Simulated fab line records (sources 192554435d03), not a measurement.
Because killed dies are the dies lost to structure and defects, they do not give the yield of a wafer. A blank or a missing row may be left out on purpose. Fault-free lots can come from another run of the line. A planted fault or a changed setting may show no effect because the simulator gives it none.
Split-lot study || flow n5-finfet || 21 wafers read from 7 lots, route of 1938 steps

## ABOUT THE SPLIT
At N5_GATE_CUT_EXPOSE_10 (exposes mask GATE CUT, target cd 20 nm), the setting dose-mj was moved away from the recipe's 43.25 on 9 of the 21 wafers read, by -6.0% to +3.7%. For the rest of the wafers, this setting stayed at what the recipe calls for.

## FROM THE SPLIT TO THE READING: what the file shows between them, 2 steps
- N5_GATE_CUT_PEB_11: peb time 60 s
- N5_GATE_CUT_DEVELOP_12: develop time 30 s

## THE READING
cd-nm at N5_GATE_CUT_CD_MEAS_13, given in nm (cd target 20 nm). A value of 19.97 nm with a standard deviation of 0.25 nm is what fault-free wafers of this fab line usually give.

{"wafer": "L078.2", "tool, chamber at the split": "euv-scanner-01, 0", "dose-mj as run": 43.25, "against the recipe": "recipe", "cd-nm, nm": 19.56, "against lot-mates on the recipe": "-"}
{"wafer": "L078.4", "tool, chamber at the split": "euv-scanner-01, 0", "dose-mj as run": 43.25, "against the recipe": "recipe", "cd-nm, nm": 20.18, "against lot-mates on the recipe": "-"}
{"wafer": "L078.5", "tool, chamber at the split": "euv-scanner-01, 0", "dose-mj as run": 43.25, "against the recipe": "recipe", "cd-nm, nm": 20.03, "against lot-mates on the recipe": "-"}
{"wafer": "L082.3", "tool, chamber at the split": "euv-scanner-01, 0", "dose-mj as run": 40.64, "against the recipe": "-6.0%", "cd-nm, nm": 18.59, "against lot-mates on the recipe": -1.25}
{"wafer": "L082.4", "tool, chamber at the split": "euv-scanner-01, 0", "dose-mj as run": 40.64, "against the recipe": "-6.0%", "cd-nm, nm": 18.63, "against lot-mates on the recipe": -1.21}
{"wafer": "L082.5", "tool, chamber at the split": "euv-scanner-01, 0", "dose-mj as run": 43.25, "against the recipe": "recipe", "cd-nm, nm": 19.84, "against lot-mates on the recipe": "-"}
{"wafer": "L087.2", "tool, chamber at the split": "euv-scanner-02, 0", "dose-mj as run": 43.25, "against the recipe": "recipe", "cd-nm, nm": 19.79, "against lot-mates on the recipe": "-"}
{"wafer": "L087.3", "tool, chamber at the split": "euv-scanner-02, 0", "dose-mj as run": 43.25, "against the recipe": "recipe", "cd-nm, nm": 19.63, "against lot-mates on the recipe": "-"}
{"wafer": "L087.6", "tool, chamber at the split": "euv-scanner-02, 0", "dose-mj as run": 43.25, "against the recipe": "recipe", "cd-nm, nm": 20.04, "against lot-mates on the recipe": "-"}
{"wafer": "L088.1", "tool, chamber at the split": "euv-scanner-01, 0", "dose-mj as run": 43.25, "against the recipe": "recipe", "cd-nm, nm": 20.04, "against lot-mates on the recipe": "-"}
{"wafer": "L088.2", "tool, chamber at the split": "euv-scanner-01, 0", "dose-mj as run": 43.25, "against the recipe": "recipe", "cd-nm, nm": 20.35, "against lot-mates on the recipe": "-"}
{"wafer": "L088.3", "tool, chamber at the split": "euv-scanner-01, 0", "dose-mj as run": 43.25, "against the recipe": "recipe", "cd-nm, nm": 19.80, "against lot-mates on the recipe": "-"}
{"wafer": "L089.2", "tool, chamber at the split": "euv-scanner-01, 0", "dose-mj as run": 41.69, "against the recipe": "-3.6%", "cd-nm, nm": 19.58, "against lot-mates on the recipe": -0.61}
{"wafer": "L089.3", "tool, chamber at the split": "euv-scanner-01, 0", "dose-mj as run": 41.69, "against the recipe": "-3.6%", "cd-nm, nm": 19.26, "against lot-mates on the recipe": -0.93}
{"wafer": "L089.5", "tool, chamber at the split": "euv-scanner-01, 0", "dose-mj as run": 43.25, "against the recipe": "recipe", "cd-nm, nm": 20.19, "against lot-mates on the recipe": "-"}
{"wafer": "L092.1", "tool, chamber at the split": "euv-scanner-01, 0", "dose-mj as run": 44.85, "against the recipe": "+3.7%", "cd-nm, nm": 20.33, "against lot-mates on the recipe": "no lot-mate on the recipe"}
{"wafer": "L092.2", "tool, chamber at the split": "euv-scanner-01, 0", "dose-mj as run": 44.85, "against the recipe": "+3.7%", "cd-nm, nm": 20.42, "against lot-mates on the recipe": "no lot-mate on the recipe"}
{"wafer": "L092.5", "tool, chamber at the split": "euv-scanner-01, 0", "dose-mj as run": 44.85, "against the recipe": "+3.7%", "cd-nm, nm": 20.35, "against lot-mates on the recipe": "no lot-mate on the recipe"}
{"wafer": "L095.1", "tool, chamber at the split": "euv-scanner-01, 0", "dose-mj as run": 44.45, "against the recipe": "+2.8%", "cd-nm, nm": 20.77, "against lot-mates on the recipe": "+0.85"}
{"wafer": "L095.4", "tool, chamber at the split": "euv-scanner-01, 0", "dose-mj as run": 43.25, "against the recipe": "recipe", "cd-nm, nm": 19.92, "against lot-mates on the recipe": "-"}
{"wafer": "L095.6", "tool, chamber at the split": "euv-scanner-01, 0", "dose-mj as run": 44.45, "against the recipe": "+2.8%", "cd-nm, nm": 21.01, "against lot-mates on the recipe": "+1.09"}

THE FIT
A straight line over all 21 wafers: cd-nm changes by +0.192 nm for each +1% of dose-mj; r = +0.90; the points scatter about the line by 0.27 nm.
The same after taking each lot's own level away (the mean of its wafers on the recipe; 18 wafers): +0.233 nm for each +1%; r = +0.94; scatter 0.21 nm.
According to that fit, moving dose-mj by its largest amount changes the reading by 1.4 nm.
From 19.820 to 20.190 nm: that is the span of the lots' own levels, equal to 1.5 times the standard deviation above.
So the slope is not independent of the lot-to-lot level: the two fits are not the same.
Check: for one of the wafers moved furthest among these (-6.0%), held out of the fit, the line's prediction against its lot-mates is -1.39 nm. Against them it came out at -1.25 nm.

## THE OTHER SPLITS THESE WAFERS WENT THROUGH
Note: prior to the reading, these wafers also went through further splits. Each is held against what the fit with the lots' levels taken away leaves over:
{"other split on the same wafers": "N5_SD_EPI_P_EXPOSE_06 dose-mj", "wafers away from the commonest value": 8, "r with cd-nm (lot level and that fit taken away)": "+0.05"}
{"other split on the same wafers": "N5_ILD0_CMP_03 down-force-psi", "wafers away from the commonest value": 10, "r with cd-nm (lot level and that fit taken away)": "+0.36"}
{"other split on the same wafers": "N5_ILD0_CMP_12 down-force-psi", "wafers away from the commonest value": 4, "r with cd-nm (lot level and that fit taken away)": "+0.09"}
{"other split on the same wafers": "N5_HKMG_FIN_DESCUM_17 time-s", "wafers away from the commonest value": 7, "r with cd-nm (lot level and that fit taken away)": "+0.07"}
{"other split on the same wafers": "N5_HKMG_FIN_ETCH_32 source-w", "wafers away from the commonest value": 5, "r with cd-nm (lot level and that fit taken away)": "+0.15"}

## THE WHOLE CHAIN: every reading that the file lists as answering this split, in the file's order
{"step": "N5_GATE_CUT_CD_MEAS_13", "what it does": "target cd 20 nm", "reading": "cd-nm", "change (the file's fit)": "+0.226 nm for each +1% of the setting", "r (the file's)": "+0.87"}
{"step": "N5_GATE_CUT_DESCUM_18", "what it does": "chemistry O2, time 7 s", "reading": "GATE_CUT.cd-nm (the simulator's own value, which no gauge read)", "change (the file's fit)": "+0.273 nm for each +1% of the setting", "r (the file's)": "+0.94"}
{"step": "N5_GATE_CUT_ETCH_28", "what it does": "etches underlayer in N2/H2, target depth 13 nm, time 10.4 s", "reading": "GATE_CUT.cd-nm (the simulator's own value, which no gauge read)", "change (the file's fit)": "+0.289 nm for each +1% of the setting", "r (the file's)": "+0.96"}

## THE FILE'S OWN FIT
cd-nm changes by +0.226 nm for each +1% of dose-mj, r = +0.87.
